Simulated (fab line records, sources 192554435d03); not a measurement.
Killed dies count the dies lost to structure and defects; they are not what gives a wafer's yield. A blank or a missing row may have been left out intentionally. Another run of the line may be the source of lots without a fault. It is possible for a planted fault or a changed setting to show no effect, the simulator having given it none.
Chamber matching | flow n5Finfet | N5_BEOL_M14_DESCUM_33 on rieDiel-01: 4 sister chambers
The step chemistry O2, time 7.9 s. 4 wafers are shown with their chamber, then 9 later ones without.

== EACH WAFER AND ITS CHAMBER ==
wafer  | chamber | throttleValvePct (%)
L086.6 | 2       | 20.33
L089.1 | 3       | 20.44
L090.3 | 0       | 20.74
L090.5 | 1       | 20.15

== WAFERS WITHOUT THEIR CHAMBER ==
wafer  | throttleValvePct (%)
L091.1 | 20.46
L091.5 | 20.16
L091.6 | 20.73
L092.1 | 20.45
L092.2 | 20.34
L092.3 | 20.75
L097.3 | 20.73
L097.4 | 20.45
L097.5 | 20.16

== CHAMBER TAKEN BY EACH ==
wafer  | from the rows above | in truth
L091.1 | 3                   | 3
L091.5 | 1                   | 1
L091.6 | 0                   | 0
L092.1 | 3                   | 3
L092.2 | 2                   | 2
L092.3 | 0                   | 0
L097.3 | 0                   | 0
L097.4 | 3                   | 3
L097.5 | 1                   | 1
Correctly placed: 9 of 9. Left unplaced by these rows: 0. 0 placed wrongly.
How it was worked out, from the rows above alone: a wafer's distance from a chamber is the root of the sum, over the readings, of the square of ((its reading less the chamber's mean) divided by the reading's scatter). If the next closest chamber is less than 2 further off than the closest, the wafer can't be placed; otherwise it belongs to the closest. Each chamber's mean is taken over the wafers shown for it. The scatter: with one shown wafer a chamber, the root of the mean of the squares of how far each hidden wafer lies from its nearest shown one.
